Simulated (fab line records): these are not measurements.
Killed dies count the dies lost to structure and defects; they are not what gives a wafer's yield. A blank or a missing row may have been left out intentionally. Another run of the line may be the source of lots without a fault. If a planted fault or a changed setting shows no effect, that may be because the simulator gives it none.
8D (eight disciplines) problem report, filled in by code | flow n5 finfet | the parts of the form that need people (team, actions taken, sign-off) are left out
Where a reading is given only as a bound, like >300, the bound stands for it, and a mean or a difference that rests on one is marked > or <: the true number lies beyond.

## 1. WHAT IS WRONG
raw defect count at N5_PASSIVATION_INSPECT_67 reads a mean of >300 on 6 wafers of 2 lots; wafers without a fault read 1.8 with a standard deviation of 1.4. So: +99 or more standard deviations from the usual mean.
The step: inspects for defects (macro).
First observed at day 17 22:45: wafer L998.1, on defect inspect-01. Wafers with a number at this step in the record: 33, from 11 lots. Rule for "out", or "out of limits": more than 4 standard deviations from the usual mean. The rest of the wafers with a number are treated as sound.

## 2. WHAT THIS IS AND IS NOT
question                    | is                     | is not
which readings at this step | raw defect count       | -
which lots                  | L101, L998             | L100, L102, L983, L985, L986, L989, L992, L994, L996
which wafers of those lots  | all that have a number | -
read on which gauges        | defect inspect-01      | defect inspect-02
when                        | from day 17 22:45      | up to then (21 sound wafers); but 6 sound wafers of L100, L102 came after

## 3. THE SUSPECTS, EACH WITH WHAT RULES IT OUT
Counting: a tool stays on the suspect list if, at a process step up to the reading, it processed all lots that are out and no sound lot following the first of them.
- the gauge at N5_PASSIVATION_INSPECT_67 is ruled out. All the wafers that are out were read on defect inspect-01, but those of them that N5_PASSIVATION_PROBE_49 has rows for are out there too, on other tools.
- pecvd-02 at N5_PASSIVATION_PECVD_35 (deposits SiNx from SiH4/NH3/N2, target thk 700 nm, time 151.3 s): kept. All lots that are out passed through it, beginning with L998 at day 17 22:16, and no sound lot followed; its final sound lot before that point was L992 at day 16 03:50.
Left after counting: pecvd-02 at N5_PASSIVATION_PECVD_35.

## 4. THE CAUSE (what the simulator had put in)
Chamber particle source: pecvd-02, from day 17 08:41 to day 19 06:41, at N5_PASSIVATION_PECVD_35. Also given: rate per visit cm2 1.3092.
Counting left only this tool.

## 5. SEQUENCE OF EFFECTS, ordered by route
Each row: a reading whose mean over the struck wafers that have a number lies more than 3 standard deviations from the usual. Scope: only readings with a usual standard deviation given in the record; hours: median across lots of the time from each lot's start at the first step in this table that gives one to its start at this step; sigmas: change in usual standard deviations.
hours | step                      | reading              | usual  | on struck wafers | change | sigmas
0     | N5_PASSIVATION_INSPECT_67 | raw defect count     | 1.8    | >300             | >+298  | +99 or more
3     | N5_PASSIVATION_PROBE_49   | defect limited yield | 91.1 % | 84.7             | -6.4   | -4.3
3     | N5_PASSIVATION_PROBE_49   | killed at other      | 4      | 96               | +92    | +29
3     | N5_PASSIVATION_PROBE_49   | killed dies          | 105    | 180              | +75    | +4.4
3     | N5_PASSIVATION_PROBE_49   | sort_bin_5_function  | 5.2 %  | 8.9              | +3.7   | +3.9
3     | N5_PASSIVATION_PROBE_49   | sort n pass          | 1075   | 1000             | -75    | -4.4
3     | N5_PASSIVATION_PROBE_49   | sort yield pct       | 91.1 % | 84.7             | -6.4   | -4.3
Here are the process steps it includes:
- N5_PASSIVATION_PROBE_49

## 6. WHAT WOULD HAVE CAUGHT IT SOONER
14 hours passed between the start of the fault at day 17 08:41 and the first reading out of limits at a measuring or inspecting step in this record, taken at day 17 22:45.
Tool readings at N5_PASSIVATION_PECVD_35 with a usual standard deviation given in the record: none out on any struck wafer, hence no alarm at a limit of 4 standard deviations on them.
Lots out: 2; of these, L101 started N5_PASSIVATION_PECVD_35 on pecvd-02 after day 17 22:45. It would have been spared by a hold on the tool at that moment.
